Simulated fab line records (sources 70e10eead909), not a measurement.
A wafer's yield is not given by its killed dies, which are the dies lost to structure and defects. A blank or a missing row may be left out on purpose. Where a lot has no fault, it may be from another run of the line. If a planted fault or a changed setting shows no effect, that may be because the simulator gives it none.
Which tool did it? + flow nandHarc + 7 lots with 21 wafers sampled at 4 steps, on a route of 1159 steps

## WHAT EACH GAUGE READ, for each wafer
NHARC_P_M1_INSPECT_27.
| lot  | measured     | on               | rawDefectCount |
|------|--------------|------------------|----------------|
| L887 | day 6 20:51  | defectInspect-02 | 643 357 436    |
| L889 | day 7 10:47  | defectInspect-01 | 387 315 428    |
| L890 | day 7 11:22  | defectInspect-02 | 202 339 370    |
| L892 | day 8 04:37  | defectInspect-02 | 168 274 190    |
| L894 | day 8 18:53  | defectInspect-01 | 215 237 183    |
| L896 | day 9 11:10  | defectInspect-01 | 387 361 263    |
| L901 | day 10 12:52 | defectInspect-02 | 187 190 262    |

## WHAT TOOL EACH LOT RAN ON (gives the tool, then ch and the chambers of the sampled wafers, and finally the start)
| lot  | NHARC_P_M1_STRIP_18               | NHARC_P_M1_PVD_21           | NHARC_P_M1_CMP_23             |
|------|-----------------------------------|-----------------------------|-------------------------------|
| L887 | rieDiel-13 ch 1,2,3, day 6 18:39  | pvdSputter-01, day 6 19:31  | cmp-01 ch 0,1,3, day 6 20:24  |
| L889 | rieDiel-01 ch 0,1, day 7 08:34    | pvdSputter-03, day 7 09:26  | cmp-01 ch 1,2, day 7 10:19    |
| L890 | rieDiel-13 ch 0,2,3, day 7 09:12  | pvdSputter-02, day 7 10:01  | cmp-01 ch 0,2, day 7 10:53    |
| L892 | rieDiel-01 ch 0,1,3, day 8 02:19  | pvdSputter-01, day 8 03:17  | cmp-04 ch 0,2,3, day 8 04:09  |
| L894 | rieDiel-01 ch 0,1, day 8 16:38    | pvdSputter-03, day 8 17:32  | cmp-03 ch 0,1,3, day 8 18:28  |
| L896 | rieDiel-01 ch 0,1,3, day 9 08:42  | pvdSputter-02, day 9 09:31  | cmp-04 ch 2,3, day 9 10:40    |
| L901 | rieDiel-13 ch 0,1,3, day 10 10:40 | pvdSputter-01, day 10 11:30 | cmp-04 ch 1,2,3, day 10 12:23 |
- NHARC_P_M1_STRIP_18: strips in N2/H2.
- NHARC_P_M1_PVD_21: deposits Cu, target thk 30 nm, time 20.49 s.
- NHARC_P_M1_CMP_23: polishes, t overpolish 20 s, target thk 157.82 nm.

## THE ANSWER, worked out from the rows above alone
Rule: what is usual is taken from the lots themselves. The widest of any qualifying gaps counts: lots, ordered by their means at a reading, are off when they make up no more than a third of the lots, leave a main group of 4 or more, and stand apart from it by 3 or more times the standard deviation of that group's means. If all means in a main group match to the digits the tables above print for the reading, that group is not used. Also off: a lot with no number at a reading for which 4 or more lots have one. Any other lot the step has rows for is counted as sound.
None of the lots is off at any reading shown; this tells nothing.

## WHAT THE SIMULATOR HAD INSERTED
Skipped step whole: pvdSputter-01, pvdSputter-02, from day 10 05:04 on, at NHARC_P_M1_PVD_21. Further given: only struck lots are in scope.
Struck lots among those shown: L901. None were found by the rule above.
